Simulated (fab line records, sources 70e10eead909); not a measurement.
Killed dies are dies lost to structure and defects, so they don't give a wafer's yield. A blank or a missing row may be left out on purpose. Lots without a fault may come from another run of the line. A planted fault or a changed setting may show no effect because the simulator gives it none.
fab line records | flow nand_harc
record lots=6 wafers=17 last_day=33
route steps=1302 shown A_ONON_D1@434
lots that met no fault: from a run of the same line without faults
start_h: hours from the record's first day to the start of the lot's first wafer shown | wait_h: hours since the lot's step before | " the same as in the row above | L1.1+2: a row that stands for several wafers | - no value, or no start given | * or withheld: withheld | < > ~ a bound
route shown NAME@n: a module of which the file shows steps, and the number in the route of the first | usual: mean/standard deviation of fault-free wafers | same: alike in all rows | chamber/n: place in a boat | sites: the reading at each site | _std_site: their standard deviation | _edge_site: outer sites' mean less inner sites' | radius_mm: how far each site lies from the wafer's centre | mask NAME#n: copy n | behind: the tool/chamber that last shaped the wafer | hold: why the lot was held/for how many hours/how that ended | device: the transistor (n, p or np) that didn't switch | end of line: the same wafers' tests at the end of the route | a step without rows: its recipe alone | killed: dies lost to structure and defects at the first sort, not the wafer's yield | map: a wafer's dies, x killed, . not, _ none there
set.NAME: the setting as run; set.NAME@STEP: as run at that earlier step | model.NAME: the simulator's own value behind a step, which no gauge read
lots at some steps of the route; a table a step, a row a wafer
services: from which hour (start_h, from the record's first day; less than 0 if before it) a tool's chamber was out of use, for how many hours, and why
## steps
# step NHARC_A_ONON_D1_ANNEAL_15
# recipe temp_c=750 time_s=3600
# step NHARC_A_ONON_D1_DEP_16
# recipe target_thk_a=10000 n2_flow_sccm=2750 n2o_flow_sccm=2000 nh3_flow_sccm=500 sih4_flow_sccm=210 temp_c=400
# step NHARC_A_ONON_D1_THK_MEAS_18
# recipe thk_meas_gauge=ellipsometry
# usual thk_nm=1002/11
# columns lot.wafer tool chamber start_h wait_h thk_nm
L913.3 film_metro-01 - 214.47 - 995
L913.4 " - " " 995
L913.6 " - " " 997
L921.1 film_metro-02 - 288.34 - 997
L921.2 " - " " 996
L921.4 " - " " 994
L923.5 film_metro-01 - 316.98 - 1014
L923.6 " - " " 1013
L927.2 film_metro-02 - 350.30 - 1010
L927.4 " - " " 1012
L927.5 " - " " 1012
L929.3 film_metro-02 - 371.89 - 993
L929.4 " - " " 992
L929.5 " - " " 991
L931.1 film_metro-02 - 396.54 - 982
L931.2 " - " " 982
L931.6 " - " " 982
# step NHARC_A_ONON_D1_DEP_19
# recipe target_thk_a=10000 n2_flow_sccm=2750 n2o_flow_sccm=2000 nh3_flow_sccm=500 sih4_flow_sccm=210 temp_c=400
# step NHARC_A_ONON_D1_THK_MEAS_21
# recipe thk_meas_gauge=ellipsometry
# usual thk_nm=1002/7.2
# columns lot.wafer tool chamber start_h wait_h thk_nm
L913.3 film_metro-02 - 215.03 - 1006
L913.4 " - " " 1006
L913.6 " - " " 1006
L921.1 film_metro-02 - 288.91 - 1000
L921.2 " - " " 999
L921.4 " - " " 1000
L923.5 film_metro-02 - 317.55 - 1012
L923.6 " - " " 1011
L927.2 film_metro-01 - 350.86 - 997
L927.4 " - " " 995
L927.5 " - " " 996
L929.3 film_metro-01 - 372.45 - 1005
L929.4 " - " " 1003
L929.5 " - " " 1004
L931.1 film_metro-02 - 397.11 - 1003
L931.2 " - " " 1004
L931.6 " - " " 1002
# step NHARC_A_ONON_D1_DEP_22
# recipe target_thk_a=10000 n2_flow_sccm=2750 n2o_flow_sccm=2000 nh3_flow_sccm=500 sih4_flow_sccm=210 temp_c=400
# step NHARC_A_ONON_D1_THK_MEAS_24
# recipe thk_meas_gauge=ellipsometry
# usual thk_nm=997/11
# columns lot.wafer tool chamber start_h wait_h thk_nm
L913.3 film_metro-02 - 215.59 - 1009
L913.4 " - " " 1007
L913.6 " - " " 1007
L921.1 film_metro-01 - 289.47 - 990
L921.2 " - " " 990
L921.4 " - " " 989
L923.5 film_metro-02 - 318.12 - 985
L923.6 " - " " 985
L927.2 film_metro-02 - 351.43 - 1010
L927.4 " - " " 1008
L927.5 " - " " 1012
L929.3 film_metro-01 - 373.02 - 982
L929.4 " - " " 980
L929.5 " - " " 979
L931.1 film_metro-02 - 397.68 - 1003
L931.2 " - " " 1004
L931.6 " - " " 1004
# step NHARC_A_ONON_D1_DEP_25
# recipe target_thk_a=10000 n2_flow_sccm=2750 n2o_flow_sccm=2000 nh3_flow_sccm=500 sih4_flow_sccm=210 temp_c=400
# step NHARC_A_ONON_D1_THK_MEAS_27
# recipe thk_meas_gauge=ellipsometry
# usual thk_nm=999/7.3
# columns lot.wafer tool chamber start_h wait_h thk_nm
L913.3 film_metro-02 - 216.16 - 1007
L913.4 " - " " 1006
L913.6 " - " " 1005
L921.1 film_metro-01 - 290.04 - 992
L921.2 " - " " 992
L921.4 " - " " 990
L923.5 film_metro-01 - 318.69 - 990
L923.6 " - " " 991
L927.2 film_metro-01 - 352.00 - 1000
L927.4 " - " " 998
L927.5 " - " " 999
L929.3 film_metro-01 - 373.59 - 996
L929.4 " - " " 998
L929.5 " - " " 996
L931.1 film_metro-02 - 398.25 - 988
L931.2 " - " " 986
L931.6 " - " " 988
# step NHARC_A_ONON_D1_DEP_28
# recipe target_thk_a=10000 n2_flow_sccm=2750 n2o_flow_sccm=2000 nh3_flow_sccm=500 sih4_flow_sccm=210 temp_c=400
# step NHARC_A_ONON_D1_THK_MEAS_30
# recipe thk_meas_gauge=ellipsometry
# usual thk_nm=1006/9.6
# columns lot.wafer tool chamber start_h wait_h thk_nm
L913.3 film_metro-02 - 216.72 - 1020
L913.4 " - " " 1020
L913.6 " - " " 1020
L921.1 film_metro-01 - 290.61 - 1010
L921.2 " - " " 1011
L921.4 " - " " 1010
L923.5 film_metro-01 - 319.26 - 1002
L923.6 " - " " 1001
L927.2 film_metro-02 - 352.57 - 1011
L927.4 " - " " 1012
L927.5 " - " " 1011
L929.3 film_metro-01 - 374.16 - 996
L929.4 " - " " 996
L929.5 " - " " 996
L931.1 film_metro-02 - 398.82 - 986
L931.2 " - " " 987
L931.6 " - " " 989
# step NHARC_A_ONON_D1_DEP_33
# recipe target_thk_a=2000 temp_c=400 pressure_torr=6.5 rf_w=900 teos_flow_sccm=161.4 flow_sccm=2650 target_thk_nm=200 gas=O2 material=SiO2
# usual heater_power_w=602/81 throttle_valve_pct=15.8/0.53
# columns lot.wafer tool chamber start_h wait_h heater_power_w throttle_valve_pct
L913.3 pecvd-03 0 216.83 0.1 530 15.7
L913.6 " 0 " " 549 15.8
L913.4 " 1 " " 496 16.3
L921.2 pecvd-03 0 290.71 0.1 622 15.8
L921.1 " 1 " " 562 16.3
L921.4 " 0 " " 623 16.0
L923.6 pecvd-03 2 319.49 0.2 510 15.1
L923.5 " 0 " " 502 15.9
L927.2 pecvd-01 2 352.72 0.1 621 15.2
L927.5 " 0 " " 521 15.8
L927.4 " 2 " " 625 15.4
L929.3 pecvd-01 1 374.31 0.1 766 15.4
L929.5 " 0 " " 491 15.9
L929.4 " 1 " " 752 15.3
L931.2 pecvd-01 1 398.87 0.1 635 15.6
L931.1 " 0 " " 462 15.9
L931.6 " 1 " " 636 15.2
# step NHARC_A_ONON_D1_THK_MEAS_34
# recipe thk_meas_gauge=ellipsometry
# usual thk_nm=200/3.1
# columns lot.wafer tool chamber start_h wait_h hold thk_nm
L913.3 film_metro-01 - 217.19 - - 198
L913.4 " - " " - 204
L913.6 " - " " - 202
L921.1 film_metro-02 - 291.08 - await_dispo/0.2h/release 261
L921.2 " - " " await_dispo/0.2h/release 199
L921.4 " - " " await_dispo/0.2h/release 203
L921.1 film_metro-02 - 291.25 0.2 - 262
L921.2 " - " " - 200
L921.4 " - " " - 205
L923.5 film_metro-02 - 319.73 - await_dispo/0.2h/release 258
L923.6 " - " " await_dispo/0.2h/release 258
L923.5 film_metro-02 - 319.90 0.2 - 260
L923.6 " - " " - 259
L927.2 film_metro-02 - 353.04 - - 200
L927.4 " - " " - 201
L927.5 " - " " - 202
L929.3 film_metro-01 - 374.63 - - 199
L929.4 " - " " - 200
L929.5 " - " " - 200
L931.1 film_metro-01 - 399.29 - - 198
L931.2 " - " " - 195
L931.6 " - " " - 199
## services
# columns tool chamber start_h hours kind
pecvd-03 0 198.00 - clean
pecvd-03 1 198.00 - clean
pecvd-03 2 198.00 - clean
pecvd-01 - 268.25 1.7 repair
pecvd-01 - 311.23 13.0 pm
pecvd-01 0 311.23 13.0 vent_cycle
pecvd-01 1 311.23 13.0 vent_cycle
pecvd-01 2 311.23 13.0 vent_cycle
pecvd-01 0 324.23 - clean
pecvd-01 1 324.23 - clean
pecvd-01 2 324.23 - clean
pecvd-01 2 342.86 3.7 repair
pecvd-03 - 366.00 13.0 pm
pecvd-03 0 366.00 13.0 vent_cycle
pecvd-03 1 366.00 13.0 vent_cycle
pecvd-03 2 366.00 13.0 vent_cycle
pecvd-03 0 379.00 - clean
pecvd-03 1 379.00 - clean
pecvd-03 2 379.00 - clean
## key
first_sign step=NHARC_A_ONON_D1_THK_MEAS_34 reading=visit direction=added
effect step=NHARC_A_ONON_D1_THK_MEAS_34 reading=thk_nm direction=up sigmas=19 usual=200 struck=259
met_at NHARC_A_ONON_D1_DEP_33
struck_wafers L921.1,L923.5,L923.6
tester_left_out L921,L923
onset_between 216.83 290.71
fault kind=process_parameter_drift tool=pecvd-03 chamber=- onset_h=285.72 steps=NHARC_A_ONON_D1_DEP_33 channel=target_thk_nm offset=61.091 shape=step end_h=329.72 scope=struck_wafers_only acts_in=these_recipes_only stated=200
# tester_left_out: of these lots the tester's yield and bins aren't shown, on N5 and GAA mostly nor the transistor test; their killed dies are dies lost to structure and defects alone, not to doping, threshold or leakage, so they don't give the yield
